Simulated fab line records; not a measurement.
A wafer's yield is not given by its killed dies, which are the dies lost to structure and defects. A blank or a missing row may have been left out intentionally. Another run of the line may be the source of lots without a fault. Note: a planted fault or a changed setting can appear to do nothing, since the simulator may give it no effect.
fab line records	flow nand-harc
record: lots: 14	wafers: 42	last-day: 25
route steps=1159 shown A_CHANNEL_HOLE_D1@472 A_CHANNEL_FILL_D1@492
lots that met no fault: taken from a fault-free run of the same line
start-h: hours from the record's first day to the start of the lot's first wafer shown	wait-h: hours since the lot's step before	" the same as in the row above	L1.1+2: one row covering several wafers at once	- no value present, or no start provided	* or withheld: withheld	< > ~ a bound
route shown NAME@n: a module of which the file shows steps, and the number in the route of the first	usual: mean/standard deviation of fault-free wafers	same: alike in all rows	chamber/n: place in a boat	sites: per-site readings	_std_site: how widely they spread, as a standard deviation	_edge_site: mean of outer sites minus mean of inner sites	radius-mm: for every site, how far away it sits from the centre of the wafer	mask NAME#n: copy n	behind: the last tool/chamber to shape the wafer	hold: why the lot went on hold/how many hours it stayed there/how the hold came to an end	device: the transistor (n, p or np) that didn't switch	end of line: the tests these same wafers got at the end of their route	step lacking rows: just its recipe	killed: count of dies lost to structure and defects at first sort (not the wafer's yield)	map: a wafer's dies, x killed, . not, _ none there
set.NAME: the setting that was run; set.NAME@STEP: the one run at that earlier step	model.NAME: the simulator's own value behind a step, which no gauge read
the route's steps for a sample of lots (tables are steps, rows are wafers)
services: from which hour (start-h, from the record's first day; less than 0 if before it) a tool's chamber was out of use, for how many hours, and why
== steps ==
step: NHARC_A_CHANNEL_HOLE_D1_ETCH_20
recipe: bias-v: 3000	source-w: withheld	pressure-mtorr: 20	time-s: 361.9	ar-flow-sccm: 375	c4f8-flow-sccm: 89.3	o2-flow-sccm: 35.7	temp-c: -20	target-depth-a: 16000	chemistry: C4F8/O2/Ar
usual: drypump-motor-current-A: 6.1/0.33	showerhead-plenum-p-Torr: 3.74/0.15	throttle-valve-pct: 32.156/0.0088
lot.wafer	tool	chamber	start-h	wait-h	drypump-motor-current-A	rf-hours-counter-h	showerhead-plenum-p-Torr	throttle-valve-pct
L824.2	har-etch-02	0	187.74	0.1	6.1	107	3.51	32.147
L824.3	"	0	"	"	6.1	-	3.51	32.145
L824.5	"	0	"	"	6.1	-	3.51	32.161
L826.3	har-etch-01	1	187.94	0.2	5.7	-	3.82	32.150
L826.4	"	0	"	"	6.0	-	3.82	32.161
L826.6	"	1	"	"	5.7	-	3.82	32.147
L825.2	har-etch-02	0	191.90	0.1	6.2	111	3.51	32.163
L825.4	"	0	"	"	6.2	-	3.51	32.155
L825.6	"	1	"	"	6.6	-	3.87	32.159
L827.2	har-etch-02	0	205.28	0.1	6.1	116	3.50	32.164
L827.4	"	1	"	"	6.6	-	3.87	32.161
L827.5	"	0	"	"	6.1	-	3.50	32.152
L828.2	har-etch-01	1	205.63	0.1	5.7	200	3.82	32.144
L828.4	"	1	"	"	5.7	-	3.82	32.168
L828.3	"	0	"	"	6.0	-	3.82	32.164
L829.2	har-etch-02	0	213.13	0.1	6.1	120	3.50	32.159
L829.3	"	1	"	"	6.6	-	3.87	32.146
L829.5	"	0	"	"	6.1	-	3.50	32.165
L830.1	har-etch-01	1	213.34	0.1	5.7	204	3.82	32.146
L830.3	"	1	"	"	5.7	-	3.82	32.170
L830.5	"	0	"	"	6.0	-	3.82	32.155
L831.1	har-etch-01	1	226.57	0.1	5.7	208	3.82	32.151
L831.3	"	1	"	"	5.7	-	3.82	32.160
L831.5	"	1	"	"	5.7	-	3.82	32.150
L834.1	har-etch-01	0	254.89	0.1	5.9	222	3.81	32.172
L834.2	"	1	"	"	5.7	222	3.81	32.155
L834.4	"	1	"	"	5.7	-	3.81	32.153
L835.1	har-etch-02	1	265.57	0.1	6.6	139	3.85	32.157
L835.3	"	1	"	"	6.6	-	3.85	32.155
L835.6	"	1	"	"	6.6	-	3.85	32.161
L841.1	har-etch-02	1	275.25	0.1	6.7	143	3.85	32.156
L841.3	"	1	"	"	6.6	-	3.85	32.156
L841.4	"	0	"	"	6.2	-	3.49	32.152
L840.1	har-etch-01	1	276.01	0.1	5.8	234	3.80	32.141
L840.3	"	0	"	"	6.0	-	3.80	32.160
L840.6	"	1	"	"	5.7	-	3.80	32.150
L842.1	har-etch-01	1	296.69	0.1	5.7	245	3.79	32.148
L842.5	"	0	"	"	6.0	-	3.80	32.153
L842.6	"	1	"	"	5.7	-	3.79	32.137
L845.2	har-etch-02	1	315.22	0.1	6.6	168	3.84	32.136
L845.5	"	1	"	"	6.7	-	3.84	32.144
L845.6	"	0	"	"	6.2	-	3.48	32.152
step: NHARC_A_CHANNEL_FILL_D1_ALD_02
recipe: target-thk-a: 60	pulse-time-s: 10	ald-cycles: 60	temp-c: 300	material: SiO2
usual: heater-power-w: 465/51	precursor-pulse-height-rel: 0.998/0.021
lot.wafer	tool	chamber	start-h	wait-h	heater-power-w	precursor-pulse-height-rel
L824.3	ald-hk-04	2	195.21	-	427	0.988
L824.2	"	3	"	"	483	0.978
L824.5	"	3	"	"	495	0.976
L826.3	ald-hk-02	2	195.31	-	533	1.029
L826.4	"	0	"	"	403	1.011
L826.6	"	1	"	"	491	0.989
L825.4	ald-hk-03	1	198.06	-	461	1.052
L825.2	"	3	"	"	468	0.968
L825.6	"	1	"	"	452	0.982
L827.2	ald-hk-02	3	211.04	-	504	0.965
L827.4	"	0	"	"	401	0.998
L827.5	"	3	"	"	497	0.990
L828.2	ald-hk-03	0	211.41	-	386	0.990
L828.4	"	1	"	"	454	0.987
L828.3	"	3	"	"	459	0.982
L829.3	ald-hk-03	1	218.99	-	455	1.000
L829.2	"	3	"	"	466	1.010
L829.5	"	0	"	"	376	0.991
L830.3	ald-hk-02	3	219.08	-	494	0.986
L830.1	"	1	"	"	486	0.962
L830.5	"	0	"	"	394	1.011
L831.1	ald-hk-04	1	234.90	-	612	1.015
L831.3	"	2	"	"	438	0.992
L831.5	"	1	"	"	612	0.987
L834.2	ald-hk-02	2	260.69	-	542	0.987
L834.1	"	3	"	"	483	0.972
L834.4	"	1	"	"	497	0.979
L835.1	ald-hk-03	3	271.53	-	472	0.987
L835.3	"	0	"	"	397	1.013
L835.6	"	1	"	"	462	1.024
L841.3	ald-hk-04	0	281.12	-	508	1.039
L841.4	"	1	"	"	600	0.994
L841.1	"	2	"	"	446	1.024
L840.1	ald-hk-03	1	284.97	-	469	0.995
L840.3	"	2	"	"	467	1.019
L840.6	"	3	"	"	467	0.991
L842.1	ald-hk-03	0	302.41	-	389	1.035
L842.5	"	0	"	"	383	0.981
L842.6	"	1	"	"	450	0.997
L845.2	ald-hk-02	1	324.44	-	470	0.991
L845.5	"	1	"	"	478	1.013
L845.6	"	2	"	"	521	1.019
step: NHARC_A_CHANNEL_FILL_D1_ALD_16
recipe: target-thk-a: 15	pulse-time-s: 10	ald-cycles: 15	temp-c: 300	material: SiO2
usual: heater-power-w: 488/56	precursor-pulse-height-rel: 1.000/0.019
lot.wafer	tool	chamber	start-h	wait-h	heater-power-w	precursor-pulse-height-rel
L826.3	ald-hk-04	2	207.41	0.0	435	1.029
L826.4	"	0	"	"	478	1.015
L826.6	"	2	"	"	426	1.021
L824.2	ald-hk-02	1	207.43	0.1	495	1.021
L824.3	"	3	"	"	488	1.003
L824.5	"	0	"	"	390	1.028
L825.4	ald-hk-02	2	210.27	0.1	520	0.992
L825.2	"	0	"	"	397	0.977
L825.6	"	2	"	"	519	1.021
L828.4	ald-hk-02	2	223.20	0.0	515	1.026
L828.3	"	0	"	"	404	1.010
L828.2	"	1	"	"	492	0.970
L827.4	ald-hk-02	3	223.39	0.2	490	0.986
L827.2	"	0	"	"	386	1.010
L827.5	"	2	"	"	523	1.004
L830.3	ald-hk-02	2	231.15	0.1	532	1.022
L830.1	"	0	"	"	398	0.937
L830.5	"	1	"	"	483	1.002
L829.2	ald-hk-02	2	231.28	0.2	523	0.978
L829.3	"	0	"	"	397	0.996
L829.5	"	2	"	"	537	1.018
L831.1	ald-hk-02	1	247.03	0.0	496	0.972
L831.3	"	2	"	"	535	1.002
L831.5	"	1	"	"	478	0.994
L834.1	ald-hk-02	1	273.63	0.7	492	1.003
L834.4	"	2	"	"	539	1.022
L834.2	"	3	"	"	489	1.006
L835.3	ald-hk-04	0	285.16	1.7	514	0.974
L835.1	"	1	"	"	618	1.020
L835.6	"	0	"	"	504	1.030
L841.1	ald-hk-02	3	293.16	0.0	459	0.988
L841.3	"	1	"	"	475	0.984
L841.4	"	2	"	"	499	0.974
L840.1	ald-hk-02	0	297.01	0.0	399	1.016
L840.3	"	3	"	"	450	0.987
L840.6	"	1	"	"	477	0.994
L842.1	ald-hk-04	1	314.65	0.0	621	1.010
L842.5	"	1	"	"	590	1.014
L842.6	"	2	"	"	440	0.973
L845.2	ald-hk-03	1	338.29	0.1	488	0.992
L845.5	"	0	"	"	387	0.996
L845.6	"	1	"	"	484	1.006
step: NHARC_A_CHANNEL_FILL_D1_ETCHBACK_19
recipe: target-depth-a: 50	time-s: 1.7	hbr-flow-sccm: 150	cl2-flow-sccm: 50	rf-w: 400	icp-w: 400	bias-w: 100	chemistry: HBr/Cl2
usual: drypump-motor-current-A: 5.7/0.38	hbr-flow-sccm: 150.0/0.49	mfc-cl2-sccm: 50.00/0.15	oes-product-au: 0.995/0.017	rf-fwd-power-W: 390.4/1.4	throttle-valve-pct: 26.405/0.0093
lot.wafer	tool	chamber	start-h	wait-h	drypump-motor-current-A	hbr-flow-sccm	mfc-cl2-sccm	oes-product-au	rf-fwd-power-W	rf-hours-counter-h	throttle-valve-pct
L825.2	rie-si-03	3	219.11	0.4	5.9	149.4	49.90	0.973	390.0	0.4	26.400
L825.4	"	0	"	"	5.4	149.9	49.80	1.004	389.3	0.6	26.390
L825.6	"	0	"	"	5.3	149.8	49.85	0.998	389.3	-	26.423
L824.3	rie-si-06	3	219.11	0.4	6.3	149.9	50.04	1.022	392.8	0.2	26.399
L824.2	"	1	"	"	5.2	149.9	50.35	0.998	391.4	0.2	26.404
L824.5	"	3	"	"	6.3	149.9	49.87	1.012	391.5	-	26.420
L826.4	rie-si-04	1	219.11	0.4	6.1	150.6	50.05	0.997	387.9	0.9	26.400
L826.3	"	2	"	"	5.4	150.5	50.11	1.016	389.5	1.1	26.403
L826.6	"	3	"	"	5.6	150.1	50.06	0.989	389.8	-	26.428
L828.3	rie-si-03	0	235.02	0.4	5.4	150.1	50.06	1.006	389.9	0.7	26.406
L828.2	"	1	"	"	5.2	149.4	49.98	0.982	390.8	0.7	26.396
L828.4	"	3	"	"	5.9	149.6	50.18	0.972	389.7	0.5	26.394
L827.4	rie-si-04	0	235.02	0.4	6.0	149.8	50.01	0.997	390.5	1.2	26.399
L827.2	"	2	"	"	5.4	150.0	50.13	1.021	390.7	1.2	26.391
L827.5	"	1	"	"	6.1	150.6	50.12	0.998	390.9	-	26.398
L829.2	rie-si-04	3	242.82	0.4	5.6	149.5	49.87	0.994	388.3	1.4	26.420
L829.3	"	0	"	"	6.0	150.3	50.27	0.990	391.1	1.3	26.407
L829.5	"	3	"	"	5.6	150.7	49.90	0.995	388.1	-	26.412
L830.1	rie-si-03	3	242.83	0.4	5.8	149.8	50.22	0.972	391.3	0.6	26.434
L830.3	"	1	"	"	5.2	150.0	49.87	0.982	386.7	0.7	26.401
L830.5	"	2	"	"	6.2	150.2	49.66	0.969	391.4	-	26.388
L831.1	rie-si-03	3	258.87	0.4	5.8	150.7	50.05	0.969	389.8	0.7	26.399
L831.3	"	0	"	"	5.4	149.8	49.88	1.001	389.2	0.8	26.418
L831.5	"	3	"	"	5.8	149.4	49.88	0.961	389.6	-	26.401
L834.4	rie-si-04	3	285.39	0.4	5.6	150.9	50.30	1.021	391.3	0	26.407
L834.1	"	1	"	"	6.1	150.3	50.01	1.002	388.0	0	26.411
L834.2	"	2	"	"	5.4	150.1	50.04	1.010	391.0	0	26.411
L835.3	rie-si-03	1	297.04	0.4	5.2	149.6	50.22	0.966	391.3	1.1	26.394
L835.1	"	2	"	"	6.2	149.6	49.93	0.723	389.8	1.1	26.390
L835.6	"	2	"	"	6.2	149.9	50.16	0.973	391.7	-	26.410
L841.4	rie-si-06	0	305.24	0.4	5.4	150.3	50.24	1.001	391.8	1.0	26.397
L841.1	"	1	"	"	5.2	150.1	50.25	1.012	393.8	1.0	26.415
L841.3	"	3	"	"	6.3	150.0	49.77	1.019	391.1	1.0	26.392
L840.1	rie-si-03	2	308.85	0.4	6.1	150.3	50.07	0.721	388.8	1.3	26.409
L840.3	"	3	"	"	5.9	150.2	49.91	0.982	391.3	0.9	26.425
L840.6	"	2	"	"	6.2	151.2	50.08	0.976	390.7	-	26.413
L842.1	rie-si-06	3	327.64	0.4	6.3	149.0	49.99	1.019	391.8	1.3	26.392
L842.6	"	0	"	"	5.4	149.9	49.85	0.988	392.3	-	26.405
L842.5	"	1	"	"	5.2	149.7	49.95	1.003	393.3	-	26.403
L845.2	rie-si-04	0	349.94	0.4	6.0	149.7	49.90	1.007	389.4	0.6	26.411
L845.5	"	2	"	"	5.4	150.6	49.89	1.019	390.1	-	26.402
L845.6	"	3	"	"	5.6	150.4	50.07	0.999	389.1	-	26.399
== services ==
tool	chamber	start-h	hours	kind
rie-si-03	3	179.05	7.5	repair
rie-si-06	-	183.00	9.0	pm
rie-si-04	2	196.49	5.2	repair
ald-hk-04	-	215.64	10.0	pm
rie-si-03	3	274.99	31.4	repair
rie-si-04	-	276.00	9.0	pm
ald-hk-02	0	280.81	10.0	vent-cycle
ald-hk-02	3	280.81	10.0	vent-cycle
ald-hk-02	0	290.81	-	clean
ald-hk-02	1	290.81	-	clean
ald-hk-02	2	290.81	-	clean
ald-hk-02	3	290.81	-	clean
har-etch-01	-	305.00	17.0	pm
har-etch-01	0	305.00	17.0	vent-cycle
har-etch-01	1	305.00	17.0	vent-cycle
har-etch-01	0	322.00	-	clean
har-etch-01	0	322.00	-	consumable-replace:focus-ring
har-etch-01	1	322.00	-	clean
har-etch-01	1	322.00	-	consumable-replace:focus-ring
ald-hk-03	0	324.93	10.0	vent-cycle
ald-hk-03	1	324.93	10.0	vent-cycle
rie-si-03	-	332.00	9.0	pm
ald-hk-03	0	334.93	-	clean
ald-hk-03	1	334.93	-	clean
== key ==
first-sign: step: NHARC_A_CHANNEL_FILL_D1_ETCHBACK_19	reading: oes-product-au	direction: down	sigmas: 16	usual: 0.995	struck: 0.722
effect none on later readings
met-at NHARC_A_CHANNEL_FILL_D1_ETCHBACK_19
struck-lots L835,L840
struck-wafers L835.1,L840.1
later-rows-left-out L835.1,L840.1
sort-left-out L835.1,L840.1
tester-left-out L835,L840
not-acting-at NHARC_A_CHANNEL_HOLE_D1_ETCH_20,NHARC_A_CHANNEL_FILL_D1_ALD_02,NHARC_A_CHANNEL_FILL_D1_ALD_16
onset-between 258.87 297.04
fault: kind: process-parameter-drift	tool: rie-si-03	chamber: -	onset-h: 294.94	steps: NHARC_A_CHANNEL_FILL_D1_ETCHBACK_19	channel: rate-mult	offset: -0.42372	shape: step	end-h: 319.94	scope: struck-wafers-only
tester-left-out: of these lots the tester's yield and bins aren't shown, on N5 and GAA mostly nor the transistor test; their killed dies are dies lost to structure and defects alone, not to doping, threshold or leakage, so they don't give the yield
sort-left-out: the simulated sort isn't trusted on such a fault, so these wafers' sort isn't shown, and their yield isn't known
later-rows-left-out: the simulator's readings of these wafers behind a module that went badly wrong aren't trusted and aren't shown, but for the sort
